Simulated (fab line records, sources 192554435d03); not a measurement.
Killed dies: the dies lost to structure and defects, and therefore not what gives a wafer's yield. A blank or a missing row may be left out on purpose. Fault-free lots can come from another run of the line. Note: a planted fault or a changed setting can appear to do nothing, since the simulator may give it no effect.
A lot that was struck, set against a sound lot	flow n5_finfet	42 steps out of a route of 1938
Sound: these wafers, L725.1, L725.2, L725.4. Struck: wafer L729.2; the same lot's L729.3 was not struck, so it is left out; see the end for the cause.
Each step with rows lists, per side, the tool, then ch with its chambers, then its first start. Under that, the readings that differ: sound wafers	struck wafers	difference of the means	sigmas: that difference in standard deviations of wafers without a fault.
alike: a reading whose means differ by less than 2 such deviations, as well as words and numbers matching on both sides. not compared: withheld readings; readings where some wafer has no value; bounds like >300 that might hide an equal value; numbers whose values overlap and for which the record gives no deviation.
A row with sigmas, a row that says differs or no value, or rows on one side alone: a step with any of these is where the two part. Numbers that don't overlap but have no deviation are shown without sigmas and don't part them. A reading missing from all wafers of one side parts the sides only when that side holds two or more wafers.

first, 11 steps without rows for these wafers: N5_BEOL_M2_DESCUM_33 (chemistry O2, time 7 s); N5_BEOL_M2_ETCH_77 (etches underlayer in N2/H2, target depth 6.5 nm, time 5.2 s); N5_BEOL_M2_ETCH_69 (etches SiARC in CF4, target depth 15.6 nm, time 26 s); N5_BEOL_M2_ALD_98 (deposits SiO2, target thk 2.5 nm, pulse time 1 s, co reactant pulse time 1 s); N5_BEOL_M2_ETCHBACK_99 (etches SiO2 in CHF3, target depth 5 nm, time 10.4 s); N5_BEOL_M2_ETCH_70 (etches SOC in N2/H2, target depth 80 nm, overetch 24 nm, time 130 s); N5_BEOL_M2_STRIP_71 (strips in N2/H2); N5_BEOL_M2_STRIP_78 (strips in N2/H2); N5_BEOL_M2_VIA_ETCH_34 (etches the open film in C4F6/O2, target depth 69.4 nm, time 65.9 s); N5_BEOL_M2_STRIP_83 (strips in C4F6/O2); N5_BEOL_M2_STRIP_36 (strips in N2/H2).
N5_BEOL_M2_TRENCH_ETCH_37: etches SiOC in C4F6/O2, target depth 55.555 nm, time 29.2 s.
  sound on rie_diel-01 ch 0,1,2, day 10 01:53; struck on rie_diel-01 ch 0, day 10 20:03
reading	sound	struck	difference	sigmas
model.BEOL_M2.feature_depth_nm (nm)	56.6 56.4 55	53.4	-2.6	
model.etch.depth_nm (nm)	56.64 56.45 54.91	53.45	-2.55	
  alike: O2_flow_sccm, drypump_motor_current_A, oes_product_au, rf_vpp_V, run_length_s, showerhead_plenum_p_Torr, throttle_valve_pct
  not compared: rf_hours_counter_h
then, 2 steps without rows for these wafers: N5_BEOL_M2_ETCH_41 (etches SiCN in CH3F/O2, target depth 29.9 nm, time 52.5 s); N5_BEOL_M2_STRIP_97 (strips in N2/H2, time 10 s).
N5_BEOL_M2_OCD_MEAS_38:
  struck on ocd-01, day 10 20:13; sound on ocd-02, day 10 02:02
reading	sound	struck	difference	sigmas
trench_depth_nm (nm)	56.9 57.0 54.8	53.3	-2.9	-4
then, 25 steps without rows for these wafers: N5_BEOL_M2_HM_STRIP_39 (strips TiN in peroxide tin strip, target depth 25 nm, time 158 s); N5_BEOL_M2_SRD_40 (time 30 s); N5_BEOL_M2_PRECLEAN_42 (cleans in residue remover, time 60 s); N5_BEOL_M2_SRD_43 (time 30 s); N5_BEOL_M2_DEGAS_44 (time 60 s); N5_BEOL_M2_PRE_CLEAN_45 (time 30 s); N5_BEOL_M2_ALD_84 (deposits TaN, pulse time 2 s, purge time 3 s, co reactant purge time 2 s); N5_BEOL_M2_SURFACE_TREAT_85; N5_BEOL_M2_CVD_47 (deposits Co from CCTBA/H2, target thk 3 nm, time 223.8 s); N5_BEOL_M2_SPUTTER_48 (material Cu, target thk 4.5 nm, time 8.29 s); N5_BEOL_M2_ANNEAL_49 (time 240 s); N5_BEOL_M2_SPUTTER_79 (material Cu, target thk 4.5 nm, time 8.29 s); N5_BEOL_M2_ANNEAL_80 (time 240 s); N5_BEOL_M2_SPUTTER_81 (material Cu, target thk 4.5 nm, time 8.29 s); N5_BEOL_M2_ANNEAL_82 (time 240 s); N5_BEOL_M2_SPUTTER_86 (material Cu, target thk 4.5 nm, time 8.29 s); N5_BEOL_M2_ANNEAL_87 (time 240 s); N5_BEOL_M2_SPUTTER_88 (material Cu, target thk 4.5 nm, time 8.29 s); N5_BEOL_M2_ANNEAL_89 (time 240 s); N5_BEOL_M2_SPUTTER_90 (material Cu, target thk 4.5 nm, time 8.29 s); N5_BEOL_M2_ANNEAL_91 (time 240 s); N5_BEOL_M2_SPUTTER_92 (material Cu, target thk 4.5 nm, time 8.29 s); N5_BEOL_M2_ANNEAL_93 (time 240 s); N5_BEOL_M2_SPUTTER_94 (material Cu, target thk 4.5 nm, time 8.29 s); N5_BEOL_M2_ANNEAL_95 (time 240 s).
N5_BEOL_M2_CMP_52: polishes, stops on SiOC, t overpolish 6.8 s, target thk 40 nm.
  sound on cmp-04 ch 0,1,2, day 10 05:46; struck on cmp-03 ch 0, day 10 23:34
reading	sound	struck	difference	sigmas
time_to_endpoint_s (s)	59 63 66	71	+8	+3
model.Cu_of_BEOL_M2_ECD_50.thk_nm (nm)	40.8 42.6 41	39.2	-2.3	
  alike: barrier_field_endpoint_s, clearing_platen_down_force_psi, motor_current_A, overpolish_run_s
N5_BEOL_M4_RC_MEAS_101:
  sound on prober-01 ch 0, day 11 04:12; struck on prober-01 ch 0, day 12 04:49
reading	sound	struck	difference	sigmas
DIBL_P (mV/V)	35.1 35.7 34.0	40.0	+5.1	+3
IOFF_N (nA/um)	0.138 0.148 0.129	0.203	+0.065	+3
IOFF_P (nA/um)	0.189 0.196 0.175	0.260	+0.073	+3
SS_N (mV/dec)	71.4 71.5 70.4	72.3	+1.2	+2
SS_P (mV/dec)	72.8 72.9 72.6	74.1	+1.3	+2
  alike: DIBL_N, ION_N, ION_P, VT_N, VT_P

WHERE THEY PART
First at N5_BEOL_M2_OCD_MEAS_38; last, within this record, at N5_BEOL_M4_RC_MEAS_101.

WHY: what had been put in by the simulator
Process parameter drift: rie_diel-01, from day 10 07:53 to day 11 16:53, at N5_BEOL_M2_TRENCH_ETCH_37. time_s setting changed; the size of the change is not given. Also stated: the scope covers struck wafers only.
